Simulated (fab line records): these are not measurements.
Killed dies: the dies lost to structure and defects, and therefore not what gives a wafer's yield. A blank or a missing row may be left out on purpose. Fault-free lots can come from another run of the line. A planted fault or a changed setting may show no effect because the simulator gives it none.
Matching of chambers + flow nandHarc + NHARC_A_BONDPAD_DESCUM_11 on rieDiel-05: 4 sister chambers
The step chemistry O2, time 3 s. 4 wafers are shown with their chamber, then 8 later ones without.

## WAFERS WITH THEIR CHAMBER
| wafer  | chamber | drypumpMotorCurrentA (A) |
|--------|---------|--------------------------|
| L522.1 | 3       | 6.6                      |
| L531.3 | 2       | 6.2                      |
| L531.5 | 1       | 6.1                      |
| L530.1 | 0       | 5.6                      |

## WAFERS WITHOUT THEIR CHAMBER
| wafer  | drypumpMotorCurrentA (A) |
|--------|--------------------------|
| L530.2 | 6.6                      |
| L530.4 | 5.5                      |
| L534.1 | 6.2                      |
| L534.3 | 6.6                      |
| L534.5 | 6.2                      |
| L537.2 | 6.7                      |
| L537.4 | 6.1                      |
| L537.5 | 5.5                      |

## CHAMBER TAKEN BY EACH
| wafer  | from the rows above     | in truth |
|--------|-------------------------|----------|
| L530.2 | 3                       | 3        |
| L530.4 | 0                       | 0        |
| L534.1 | can't be placed: 2 or 1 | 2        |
| L534.3 | 3                       | 3        |
| L534.5 | can't be placed: 2 or 1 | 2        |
| L537.2 | 3                       | 3        |
| L537.4 | can't be placed: 1 or 2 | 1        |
| L537.5 | 0                       | 0        |
Correctly placed: 5 of 8. Unplaceable from these rows: 3, with the true chamber sitting among the candidates in 3. Number placed wrongly: 0.
How it was worked out, from the rows above alone: a wafer's distance from a chamber is the root of the sum, over the readings, of the square of ((its reading less the chamber's mean) divided by the reading's scatter). The wafer belongs to the nearest chamber; if the next one is less than 2 further off, it can't be placed. For every chamber, the mean is computed from those of its wafers that are shown. The scatter: root of mean squared gap, hidden wafer to nearest shown wafer, with one shown wafer a chamber.
